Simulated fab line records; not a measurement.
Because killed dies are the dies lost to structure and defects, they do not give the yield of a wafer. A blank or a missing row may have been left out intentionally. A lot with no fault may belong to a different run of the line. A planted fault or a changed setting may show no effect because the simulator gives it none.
fab line records	flow n5_finfet
record lots=5	wafers=15	last_day=16
route steps=1938 shown FIN_SAQP@108 BEOL_M4@1111 PASSIVATION@1936
lots untouched by any fault: they come from a run of this same line in which no faults occurred
start_h: hours from the record's first day to the start of the lot's first wafer shown	wait_h: hours elapsed since this lot's preceding step	" as in the row above	L1.1+2: a single row standing in for several wafers	- no value present, or no start provided	* or withheld: withheld	< > ~ a bound
route shown NAME@n: a module of which the file shows steps, and the number in the route of the first	usual: the fault-free wafers' mean and standard deviation	same: alike in all rows	chamber/n: place in a boat	sites: the reading at each site	_std_site: how widely they spread, as a standard deviation	_edge_site: the outer-site mean with the inner-site mean subtracted	radius_mm: for every site, how far away it sits from the centre of the wafer	mask NAME#n: copy n	behind: tool/chamber where the wafer was last shaped	hold: why the lot was held/for how many hours/how that ended	device: which transistor (n, p or np) failed to switch	end of line: the tests these same wafers got at the end of their route	where a step has no rows: the recipe by itself	killed: dies that structure and defects cost at the first sort, which is not the same as the wafer's yield	map: shows each die of a wafer: x if killed, . if not, _ if none is there
set.NAME: setting as actually run; set.NAME@STEP: the setting as run at that earlier step	model.NAME: the simulator's own value behind a step, which no gauge read
lots seen at some steps along the route; tables by step, rows by wafer
services: from which hour (start_h, from the record's first day; less than 0 if before it) a tool's chamber was out of use, for how many hours, and why
## steps
# step N5_FIN_SAQP_EXPOSE_13
# recipe mask_id=FIN_CORE	na=1.35	source_shape=dipole	sigma_inner=0.538	sigma_outer=0.738	polarization=te	target_cd_nm=35.6	dose_mj=63.25
# step N5_FIN_SAQP_PEB_14
# recipe peb_temp_c=withheld	peb_time_s=60	resist=CAR-ArF
# step N5_FIN_SAQP_DEVELOP_15
# recipe develop_time_s=30	developer=TMAH	resist=CAR-ArF	dev_temp_c=23	rinse_liquid=diw	dry=air_spin
# step N5_FIN_SAQP_DESCUM_21
# recipe chemistry=O2	time_s=7.9	source_power_w=50	bias_power_w=20	pressure_mtorr=20	rf_frequency_hz=2.712e+07	temp_c=40	resist=CAR-ArF	o2_flow_sccm=225
# step N5_FIN_SAQP_ETCH_51
# recipe chemistry=CF4	target=SiARC	target_depth_a=455	mask_material=CAR-ArF	time_s=75.8	ion_energy_ev=80	pressure_mtorr=40	source_w=545	bias_w=36	Ar_flow_sccm=100	cf4_flow_sccm=100	ends=cleared
# step N5_FIN_SAQP_ETCH_52
# recipe chemistry=N2/H2	target=SOC	target_depth_a=1000	overetch_a=200	mask_material=SiARC	temp_c=40	time_s=150	ion_energy_ev=200	pressure_mtorr=30	source_w=840	bias_w=150	n2_flow_sccm=200	h2_flow_sccm=200	ends=end_point
# step N5_FIN_SAQP_STRIP_53
# recipe chemistry=N2/H2	temp_c=40	n2_flow_sccm=200	h2_flow_sccm=200	rf_frequency_hz=6e+07
# step N5_FIN_SAQP_HM_OPEN_73
# recipe chemistry=CHF3/O2	target=SiO2	stop_on=a-Si	target_depth_a=120	over_etch_frac=1.8	mask_material=SOC	time_s=16.8	pressure_mtorr=30	source_w=650	bias_w=170	Ar_flow_sccm=200	CHF3_flow_sccm=50	O2_flow_sccm=5	ion_energy_ev=200	ends=end_point
# step N5_FIN_SAQP_STRIP_74
# recipe chemistry=CHF3/O2	resist=SiARC	rf_frequency_hz=6e+07
# step N5_FIN_SAQP_MANDREL_ETCH_22
# recipe target_depth_a=600	chemistry=HBr/Cl2	target=a-Si	stop_on=SiNx	bt_time_s=10	over_etch_frac=0.5	time_s=30	pressure_mtorr=10	icp_w=800	bias_w=75	HBr_flow_sccm=150	Cl2_flow_sccm=80	ends=end_point
# usual HBr_flow_sccm=150.0/0.45	bias_w=75.00/0.2	drypump_motor_current_A=5.6/0.35	mfc_cl2_sccm=79.98/0.25	oes_product_au=0.766/0.013	over_etch_frac=0.5/0	rf_fwd_power_W=795.8/2.8	throttle_valve_pct=35.4/0.31
lot.wafer	tool	chamber	start_h	wait_h	HBr_flow_sccm	bias_w	drypump_motor_current_A	mfc_cl2_sccm	oes_product_au	over_etch_frac	rf_fwd_power_W	rf_hours_counter_h	throttle_valve_pct	model.SOC_of_FIN_SAQP_COAT_49.thk_nm
L565.3	rie_si-02	3	42.68	0.0	149.7	74.63	5.3	79.88	0.750	0.5	793.0	46	35.6	75.85
L565.4	"	2	"	"	149.5	74.79	5.8	79.71	0.746	0.5	798.9	76	35.7	75.7
L565.6	"	1	"	"	149.6	75.36	5.2	80.00	0.760	0.5	795.1	-	35.3	75.25
L568.1	rie_si-04	1	62.07	0.0	-	-	-	-	-	-	-	-	-	99.85
L568.3	"	0	"	"	-	-	-	-	-	-	-	-	-	99.54
L568.4	"	3	"	"	-	-	-	-	-	-	-	-	-	99.73
L569.1	rie_si-06	2	67.89	0.0	-	-	-	-	-	-	-	-	-	99.33
L569.3	"	0	"	"	-	-	-	-	-	-	-	-	-	99.42
L569.6	"	2	"	"	-	-	-	-	-	-	-	-	-	99.44
L570.2	rie_si-02	0	71.76	0.0	-	-	-	-	-	-	-	-	-	99.93
L570.4	"	2	"	"	-	-	-	-	-	-	-	-	-	100.2
L570.6	"	0	"	"	-	-	-	-	-	-	-	-	-	100.3
L579.4	rie_si-02	2	124.45	0.1	149.8	75.04	5.9	80.15	0.747	0.5	796.1	-	35.7	76.45
L579.5	"	3	"	"	150.4	74.99	5.3	80.00	0.754	0.5	793.0	-	35.6	75.64
L579.6	"	0	"	"	150.1	75.06	5.8	79.91	0.788	0.5	792.1	-	35.4	75.77
# step N5_FIN_SAQP_STRIP_55
# recipe chemistry=N2/H2	power_w=500	temp_c=40	pressure_mtorr=50	rf_frequency_hz=6e+07	overash_fraction=0.3	bias_power_w=28	h2_frac=0.5	n2_flow_sccm=300	h2_flow_sccm=300
# step N5_FIN_SAQP_STRIP_23
# recipe chemistry=SPM	time_s=750	temp_c=130	h2so4_h2o2_vol_ratio=4
# step N5_FIN_SAQP_SRD_66
# recipe dry=ipa_marangoni	time_s=30	temp_c=23	rinse_liquid=diw
# step N5_FIN_SAQP_RECESS_75
# recipe chemistry=HF/NH3	target=SiO2	target_depth_a=144	afs_cycles=3	temp_c=30	sublimation_temp_c=180	sublimation_time_s=60
# step N5_FIN_SAQP_SPACER1_ALD_24
# recipe material=SiO2	target_thk_a=203	temp_c=300	ald_precursor_family=BDEAS	ald_co_reactant=O2-plasma	pulse_time_s=1	purge_time_s=2	co_reactant_purge_time_s=2	ald_cycles=218	pressure_torr=2
# step N5_FIN_SAQP_SPACER1_ETCHBACK_25
# recipe chemistry=CHF3/O2	mode=anisotropic_etchback	target=SiO2	target_depth_a=244	time_s=12.2	pressure_mtorr=30	source_w=650	bias_w=170	Ar_flow_sccm=200	CHF3_flow_sccm=50	O2_flow_sccm=5	ion_energy_ev=200
# usual drypump_motor_current_A=5.6/0.46	oes_product_au=0.82/0.084	rf_fwd_power_W=646.2/2.1	rf_vpp_V=525/11	showerhead_plenum_p_Torr=2.43/0.066	throttle_valve_pct=18.8/0.3
lot.wafer	tool	chamber	start_h	wait_h	drypump_motor_current_A	oes_product_au	rf_fwd_power_W	rf_hours_counter_h	rf_vpp_V	showerhead_plenum_p_Torr	throttle_valve_pct
L565.3	rie_diel-03	3	44.36	0.4	5.9	0.81	644.9	80	519	2.43	18.5
L565.4	"	0	"	"	5.5	0.92	648.7	17	534	2.55	18.2
L565.6	"	2	"	"	5.6	0.68	646.3	-	521	2.48	18.9
L568.1	rie_diel-03	0	64.55	0.5	5.4	0.34	643.7	30	535	2.54	18.2
L568.3	"	3	"	"	6.0	0.30	645.8	92	519	2.43	18.5
L568.4	"	0	"	"	5.5	0.33	647.9	-	534	2.54	18.2
L569.1	rie_diel-03	3	70.55	0.4	6.0	0.29	650.2	96	519	2.42	18.5
L569.3	"	1	"	"	6.1	0.37	645.1	1	543	2.48	18.5
L569.6	"	3	"	"	6.0	0.30	647.7	-	521	2.42	18.5
L570.2	rie_diel-03	1	73.93	0.4	6.1	0.38	647.6	3	542	2.48	18.5
L570.4	"	3	"	"	6.0	0.30	648.9	-	518	2.42	18.5
L570.6	"	1	"	"	6.1	0.37	646.1	-	542	2.48	18.5
L579.4	rie_diel-02	1	125.93	0.0	5.0	0.86	646.3	23	522	2.39	19.0
L579.5	"	3	"	"	5.4	0.78	645.0	-	519	2.51	18.9
L579.6	"	0	"	"	5.4	0.74	640.9	-	521	2.42	19.1
# step N5_FIN_SAQP_MANDREL1_REMOVE_56
# recipe chemistry=HBr/Cl2/O2	bt_time_s=10	target=a-Si	stop_on=SiNx	endpoint=OES-SiCl	over_etch_frac=1	icp_w=600	bias_w=22	HBr_flow_sccm=150	Cl2_flow_sccm=80	O2_flow_sccm=5	pressure_mtorr=10
# step N5_FIN_SAQP_CD_MEAS_27
# recipe target_cd_nm=20	landing_energy_ev=1000	detector=se_inlens	polarity=line
# usual cd_nm=20.29/0.25
lot.wafer	tool	chamber	start_h	wait_h	cd_nm
L565.3	cd_sem-02	0	44.58	0.1	20.43
L565.4	"	0	"	"	20.27
L565.6	"	0	"	"	20.71
L568.1	cd_sem-02	0	64.74	0.1	-
L568.3	"	0	"	"	-
L568.4	"	0	"	"	-
L569.1	cd_sem-01	0	70.75	0.1	-
L569.3	"	0	"	"	-
L569.6	"	0	"	"	-
L570.2	cd_sem-01	0	74.13	0.1	-
L570.4	"	0	"	"	-
L570.6	"	0	"	"	-
L579.4	cd_sem-01	0	126.14	0.1	20.40
L579.5	"	0	"	"	20.28
L579.6	"	0	"	"	19.71
# step N5_FIN_SAQP_ETCH_57
# recipe chemistry=CH3F/O2	target=SiNx	mask_material=SiO2	target_depth_a=325	time_s=46.4	pressure_mtorr=30	source_w=395	bias_w=73	Ar_flow_sccm=150	CH3F_flow_sccm=30	O2_flow_sccm=20	ion_energy_ev=120	ends=cleared
# step N5_BEOL_M4_RC_MEAS_101
# usual DIBL_N=36.0/1.9	DIBL_P=36.0/2.1	IOFF_N=0.155/0.029	IOFF_P=0.20/0.032	ION_N=672/11	ION_P=461/6.9	SS_N=71.5/0.58	SS_P=73.2/0.64	VT_N=250.4/2.9	VT_P=-251.0/2.8
lot.wafer	tool	chamber	start_h	wait_h	DIBL_N[mV/V]	DIBL_P[mV/V]	IOFF_N[nA/um]	IOFF_P[nA/um]	ION_N[uA/um]	ION_P[uA/um]	SS_N[mV/dec]	SS_P[mV/dec]	VT_N[mV]	VT_P[mV]
L565.3	prober-02	0	187.42	0.3	36.9	37.3	0.159	0.21	687	469	70.0	73.3	250.8	-250.4
L565.4	"	0	"	"	36.7	37.1	0.155	0.22	678	466	71.9	73.6	249.7	-251.1
L565.6	"	0	"	"	38.4	38.6	0.179	0.24	671	457	71.5	73.4	247.3	-247.1
L579.4	prober-01	0	285.65	0.5	34.1	35.4	0.123	0.16	668	456	71.3	72.9	253.4	-256.1
L579.5	"	0	"	"	35.9	37.6	0.153	0.19	677	465	71.7	73.3	248.6	-254.5
L579.6	"	0	"	"	33.2	34.1	0.113	0.15	664	459	71.1	73.1	254.9	-258.0
# step N5_PASSIVATION_PROBE_49
# usual defect_limited_yield=91.0/1.5	killed_at_M0_to_M3=33/9.4	killed_at_M4_up=14/4.8	killed_at_contacts=13/7.3	killed_at_front_end=43/13	killed_at_other=3.6/2.9	killed_dies=106/18	killed_on_rim=14/4.2	killed_open=69/13	killed_short=35/8.2	sort_bin_5_function=5.3/1	sort_bin_6_memory=3.3/0.68	sort_n_pass=1074/18	sort_yield_pct=91.0/1.5
# same gross_dies=1180	killed_at_back_side=0	sort_bin_4_leakage[%]=0	sort_bin_8_speed[%]=0
lot.wafer	tool	chamber	start_h	wait_h	defect_limited_yield[%]	killed_at_M0_to_M3	killed_at_M4_up	killed_at_contacts	killed_at_front_end	killed_at_other	killed_dies	killed_on_rim	killed_open	killed_short	sort_bin_5_function[%]	sort_bin_6_memory[%]	sort_n_pass	sort_yield_pct[%]
L570.2	prober-01	-	325.61	0.1	0	29	15	6	1128	2	1180	152	67	45	96.6	3.1	0	0
L570.4	prober-01	-	325.71	0.2	0	31	15	7	1123	4	1180	152	92	51	95.0	4.3	0	0
L570.6	prober-01	-	325.81	0.3	0	14	13	6	1145	2	1180	152	64	31	97.5	2.3	0	0
L568.1	prober-02	-	329.31	0.0	0	29	8	8	1132	3	1180	152	61	24	97.6	2.2	0	0
L568.3	prober-02	-	329.41	0.1	0	26	10	13	1127	4	1180	152	70	39	96.6	3.1	0	0
L568.4	prober-02	-	329.46	0.2	0	31	8	16	1122	3	1180	152	69	53	96.3	3.4	0	0
L569.1	prober-02	-	343.10	0.0	0	43	9	11	1111	6	1180	152	63	45	96.3	3.6	0	0
L569.3	prober-02	-	343.20	0.1	0	56	6	20	1085	13	1180	152	88	54	94.6	4.9	0	0
L569.6	prober-02	-	343.35	0.3	0	39	14	14	1106	7	1180	152	64	32	96.4	3.4	0	0
# killed by level:class
L570.2 FIN_SAQP:area_etch=1067 FIN_SAQP:geometric_particle:short=16 FIN_SAQP:geometric_particle:open=12 STI_FIN_REVEAL:geometric_particle:open=12 BEOL_M0_SAQP:geometric_particle:open=8 BEOL_M4:geometric_particle:open=8 GATE_CUT:geometric_particle:short=6 BEOL_M0_SAQP:geometric_particle:short=6
L570.4 FIN_SAQP:area_etch=1037 FIN_SAQP:geometric_particle:short=20 FIN_SAQP:geometric_particle:open=19 STI_FIN_REVEAL:geometric_particle:open=16 DUMMY_GATE:geometric_particle:open=11 BEOL_M0_SAQP:geometric_particle:short=9 BEOL_M4:geometric_particle:open=8 BEOL_M0_SAQP:geometric_particle:open=6
L570.6 FIN_SAQP:area_etch=1084 STI_FIN_REVEAL:geometric_particle:open=18 FIN_SAQP:geometric_particle:open=15 BEOL_M2:geometric_particle:open=7 FIN_SAQP:geometric_particle:short=6 BEOL_M4:geometric_particle:open=6 ILD0:geometric_particle:short=5 MOL_CONTACT_COAG:geometric_particle:open=5
L568.1 FIN_SAQP:area_etch=1094 FIN_SAQP:geometric_particle:open=14 BEOL_M3:geometric_particle:open=7 DUMMY_GATE:geometric_particle:open=6 STI_FIN_REVEAL:geometric_particle:open=5 MOL_CONTACT_COAG:geometric_particle:open=5 BEOL_M0_SAQP:geometric_particle:short=5 BEOL_M1:geometric_particle:open=5
L568.3 FIN_SAQP:area_etch=1071 FIN_SAQP:geometric_particle:open=14 MOL_CONTACT_COAG:geometric_particle:open=9 ILD0:geometric_particle:short=7 BEOL_M2:geometric_particle:open=6 STARTING-WAFER:geometric_particle:open=6 FIN_SAQP:geometric_particle:short=5 STI_FIN_REVEAL:geometric_particle:open=5
L568.4 FIN_SAQP:area_etch=1056 FIN_SAQP:geometric_particle:short=18 FIN_SAQP:geometric_particle:open=12 BEOL_M1:geometric_particle:open=12 MOL_CONTACT_COAG:geometric_particle:open=10 GATE_CUT:geometric_particle:short=8 BEOL_M0_SAQP:geometric_particle:short=8 GATE_CUT:geometric_particle:open=6
L569.1 FIN_SAQP:area_etch=1072 BEOL_M0_SAQP:geometric_particle:short=13 BEOL_M0_SAQP:geometric_particle:open=13 GATE_CUT:geometric_particle:short=10 MOL_CONTACT_COAG:geometric_particle:open=9 FIN_SAQP:geometric_particle:short=8 STI_FIN_REVEAL:geometric_particle:open=8 BEOL_M4:geometric_particle:open=6
L569.3 FIN_SAQP:area_etch=1038 STI_FIN_REVEAL:geometric_particle:open=17 MOL_CONTACT_COAG:geometric_particle:open=16 BEOL_M0_SAQP:geometric_particle:open=14 BEOL_M0_SAQP:geometric_particle:short=12 FIN_SAQP:geometric_particle:short=10 BEOL_M0:geometric_particle:short=10 BEOL_M1:geometric_particle:open=9
L569.6 FIN_SAQP:area_etch=1084 MOL_CONTACT_COAG:geometric_particle:open=13 BEOL_M0_SAQP:geometric_particle:short=12 BEOL_M0_SAQP:geometric_particle:open=7 BEOL_M3:geometric_particle:open=7 BEOL_M1:geometric_particle:open=6 FIN_SAQP:geometric_particle:open=5 BEOL_M0:geometric_particle:short=4
# map L568.1 (x killed, . not)
_________________xxxxxxxxxxxx________________
______________xxxxxxxxxxxxxxxxxx_____________
___________xxxxxxxxxxxxxxxxxxxxxxxx__________
__________xxxxxxxxxxxxxxxxxxxxxxxxxx_________
________xxxxxxxxxxxxxxxxxxxxxxxxxxxxxx_______
_______xxxxxxxxxxxxxxxxxxxxxxxxxxxxxxxx______
______xxxxxxxxxxxxxxxxxxxxxxxxxxxxxxxxxx_____
_____xxxxxxxxxxxxxxxxxxxxxxxxxxxxxxxxxxxx____
____xxxxxxxxxxxxxxxxxxxxxxxxxxxxxxxxxxxxxx___
___xxxxxxxxxxxxxxxxxxxxxxxxxxxxxxxxxxxxxxxx__
___xxxxxxxxxxxxxxxxxxxxxxxxxxxxxxxxxxxxxxxx__
__xxxxxxxxxxxxxxxxxxxxxxxxxxxxxxxxxxxxxxxxxx_
__xxxxxxxxxxxxxxxxxxxxxxxxxxxxxxxxxxxxxxxxxx_
_xxxxxxxxxxxxxxxxxxxxxxxxxxxxxxxxxxxxxxxxxxxx
_xxxxxxxxxxxxxxxxxxxxxxxxxxxxxxxxxxxxxxxxxxxx
_xxxxxxxxxxxxxxxxxxxxxxxxxxxxxxxxxxxxxxxxxxxx
_xxxxxxxxxxxxxxxxxxxxxxxxxxxxxxxxxxxxxxxxxxxx
_xxxxxxxxxxxxxxxxxxxxxxxxxxxxxxxxxxxxxxxxxxxx
_xxxxxxxxxxxxxxxxxxxxxxxxxxxxxxxxxxxxxxxxxxxx
_xxxxxxxxxxxxxxxxxxxxxxxxxxxxxxxxxxxxxxxxxxxx
_xxxxxxxxxxxxxxxxxxxxxxxxxxxxxxxxxxxxxxxxxxxx
__xxxxxxxxxxxxxxxxxxxxxxxxxxxxxxxxxxxxxxxxxx_
__xxxxxxxxxxxxxxxxxxxxxxxxxxxxxxxxxxxxxxxxxx_
___xxxxxxxxxxxxxxxxxxxxxxxxxxxxxxxxxxxxxxxx__
___xxxxxxxxxxxxxxxxxxxxxxxxxxxxxxxxxxxxxxxx__
____xxxxxxxxxxxxxxxxxxxxxxxxxxxxxxxxxxxxxx___
_____xxxxxxxxxxxxxxxxxxxxxxxxxxxxxxxxxxxx____
______xxxxxxxxxxxxxxxxxxxxxxxxxxxxxxxxxx_____
_______xxxxxxxxxxxxxxxxxxxxxxxxxxxxxxxx______
________xxxxxxxxxxxxxxxxxxxxxxxxxxxxxx_______
__________xxxxxxxxxxxxxxxxxxxxxxxxxx_________
___________xxxxxxxxxxxxxxxxxxxxxxxx__________
______________xxxxxxxxxxxxxxxxxx_____________
_________________xxxxxxxxxxxx________________
# map L569.1 (x killed, . not)
_________________xxxxxxxxxxxx________________
______________xxxxxxxxxxxxxxxxxx_____________
___________xxxxxxxxxxxxxxxxxxxxxxxx__________
__________xxxxxxxxxxxxxxxxxxxxxxxxxx_________
________xxxxxxxxxxxxxxxxxxxxxxxxxxxxxx_______
_______xxxxxxxxxxxxxxxxxxxxxxxxxxxxxxxx______
______xxxxxxxxxxxxxxxxxxxxxxxxxxxxxxxxxx_____
_____xxxxxxxxxxxxxxxxxxxxxxxxxxxxxxxxxxxx____
____xxxxxxxxxxxxxxxxxxxxxxxxxxxxxxxxxxxxxx___
___xxxxxxxxxxxxxxxxxxxxxxxxxxxxxxxxxxxxxxxx__
___xxxxxxxxxxxxxxxxxxxxxxxxxxxxxxxxxxxxxxxx__
__xxxxxxxxxxxxxxxxxxxxxxxxxxxxxxxxxxxxxxxxxx_
__xxxxxxxxxxxxxxxxxxxxxxxxxxxxxxxxxxxxxxxxxx_
_xxxxxxxxxxxxxxxxxxxxxxxxxxxxxxxxxxxxxxxxxxxx
_xxxxxxxxxxxxxxxxxxxxxxxxxxxxxxxxxxxxxxxxxxxx
_xxxxxxxxxxxxxxxxxxxxxxxxxxxxxxxxxxxxxxxxxxxx
_xxxxxxxxxxxxxxxxxxxxxxxxxxxxxxxxxxxxxxxxxxxx
_xxxxxxxxxxxxxxxxxxxxxxxxxxxxxxxxxxxxxxxxxxxx
_xxxxxxxxxxxxxxxxxxxxxxxxxxxxxxxxxxxxxxxxxxxx
_xxxxxxxxxxxxxxxxxxxxxxxxxxxxxxxxxxxxxxxxxxxx
_xxxxxxxxxxxxxxxxxxxxxxxxxxxxxxxxxxxxxxxxxxxx
__xxxxxxxxxxxxxxxxxxxxxxxxxxxxxxxxxxxxxxxxxx_
__xxxxxxxxxxxxxxxxxxxxxxxxxxxxxxxxxxxxxxxxxx_
___xxxxxxxxxxxxxxxxxxxxxxxxxxxxxxxxxxxxxxxx__
___xxxxxxxxxxxxxxxxxxxxxxxxxxxxxxxxxxxxxxxx__
____xxxxxxxxxxxxxxxxxxxxxxxxxxxxxxxxxxxxxx___
_____xxxxxxxxxxxxxxxxxxxxxxxxxxxxxxxxxxxx____
______xxxxxxxxxxxxxxxxxxxxxxxxxxxxxxxxxx_____
_______xxxxxxxxxxxxxxxxxxxxxxxxxxxxxxxx______
________xxxxxxxxxxxxxxxxxxxxxxxxxxxxxx_______
__________xxxxxxxxxxxxxxxxxxxxxxxxxx_________
___________xxxxxxxxxxxxxxxxxxxxxxxx__________
______________xxxxxxxxxxxxxxxxxx_____________
_________________xxxxxxxxxxxx________________
## services
tool	chamber	start_h	hours	kind
rie_si-06	2	23.22	7.5	repair
rie_diel-02	1	38.49	-	clean
rie_diel-02	1	38.49	-	consumable_replace:focus_ring
rie_diel-02	1	38.49	36.4	scheduled_down
rie_diel-02	1	38.49	36.4	vent_cycle
rie_diel-03	1	47.64	-	clean
rie_diel-03	1	47.64	-	consumable_replace:focus_ring
rie_diel-03	1	47.64	20.5	scheduled_down
rie_diel-03	1	47.64	20.5	vent_cycle
rie_diel-02	3	49.63	8.5	repair
rie_diel-02	0	53.04	14.0	repair
rie_diel-02	-	63.34	4.1	repair
rie_diel-03	2	68.24	-	clean
rie_diel-03	2	68.24	-	consumable_replace:focus_ring
rie_diel-03	2	68.24	21.9	scheduled_down
rie_diel-03	2	68.24	21.9	vent_cycle
rie_diel-02	2	74.93	-	clean
rie_diel-02	2	74.93	-	consumable_replace:focus_ring
rie_si-04	-	89.53	2.8	pm
rie_si-02	2	95.63	3.7	repair
rie_si-04	-	105.97	0.4	repair
rie_si-02	1	115.70	-	clean
rie_si-02	1	115.70	19.8	scheduled_down
rie_si-02	1	115.70	19.8	vent_cycle
## key
first_sign step=N5_FIN_SAQP_MANDREL_ETCH_22	reading=tool_record	direction=missing
effect step=N5_FIN_SAQP_SPACER1_ETCHBACK_25	reading=oes_product_au	direction=down	sigmas=5.9	usual=0.82	struck=0.33
effect step=N5_FIN_SAQP_CD_MEAS_27	reading=cd_nm	direction=missing
effect step=N5_PASSIVATION_PROBE_49	reading=sort_bin_5_function	direction=up	sigmas=90	usual=5.3	struck=96.3
model_effect step=N5_FIN_SAQP_MANDREL_ETCH_22	value=SOC_of_FIN_SAQP_COAT_49.thk_nm	without=75.76	struck=99.75
more_kills_born_at N5_FIN_SAQP_MANDREL_ETCH_22@rie_si-04=3221	N5_FIN_SAQP_MANDREL_ETCH_22@rie_si-06=3194	N5_FIN_SAQP_MANDREL_ETCH_22@rie_si-02=3188
met_at N5_FIN_SAQP_MANDREL_ETCH_22
struck_wafers L568.1,L568.3,L568.4,L569.1,L569.3,L569.6,L570.2,L570.4,L570.6
later_rows_left_out L568.1,L568.3,L568.4,L569.1,L569.3,L569.6,L570.2,L570.4,L570.6
onset_between 42.68 62.07
fault kind=skipped_step_whole	tool=rie_si-02,rie_si-04,rie_si-06	chamber=-	onset_h=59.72	steps=N5_FIN_SAQP_MANDREL_ETCH_22	scope=struck_lots_only
# later_rows_left_out: the simulator's readings of these wafers behind a module that went badly wrong aren't trusted and aren't shown, but for the sort
